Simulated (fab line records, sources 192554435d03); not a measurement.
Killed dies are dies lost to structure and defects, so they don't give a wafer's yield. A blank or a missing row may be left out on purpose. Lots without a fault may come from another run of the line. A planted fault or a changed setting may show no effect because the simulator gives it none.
Chamber matching | flow n5_finfet | N5_BEOL_M0_SAQP_DESCUM_45 on rie_diel-06: 4 sister chambers
The step chemistry O2, time 7 s. 4 wafers are shown with their chamber, then 7 later ones without.

WAFERS WITH THEIR CHAMBER
wafer  | chamber | oes_product_au (a.u.)
L079.3 | 1       | 0.69
L084.5 | 3       | 0.92
L085.1 | 0       | 0.81
L085.2 | 2       | 0.91

WAFERS WITHOUT THEIR CHAMBER
wafer  | oes_product_au (a.u.)
L085.3 | 0.68
L095.2 | 0.87
L095.3 | 0.79
L095.5 | 0.86
L097.1 | 0.88
L097.2 | 0.87
L097.4 | 0.79

WHICH CHAMBER EACH WENT THROUGH
wafer  | from the rows above          | in truth
L085.3 | 1                            | 1
L095.2 | can't be placed: 2 or 3 or 0 | 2
L095.3 | 0                            | 0
L095.5 | can't be placed: 0 or 2 or 3 | 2
L097.1 | can't be placed: 2 or 3 or 0 | 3
L097.2 | can't be placed: 2 or 3 or 0 | 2
L097.4 | 0                            | 0
Placed correctly: 3 of 7. Can't be placed from these rows: 4 (the true chamber is among the candidates in 4). Placed wrongly: 0.
How it was worked out, from the rows above alone: a wafer's distance from a chamber is the root of the sum, over the readings, of the square of ((its reading less the chamber's mean) divided by the reading's scatter). The wafer belongs to the nearest chamber; if the next one is less than 2 further off, it can't be placed. A chamber's mean is the mean of its shown wafers. The scatter: with one shown wafer a chamber, the root of the mean of the squares of how far each hidden wafer lies from its nearest shown one.
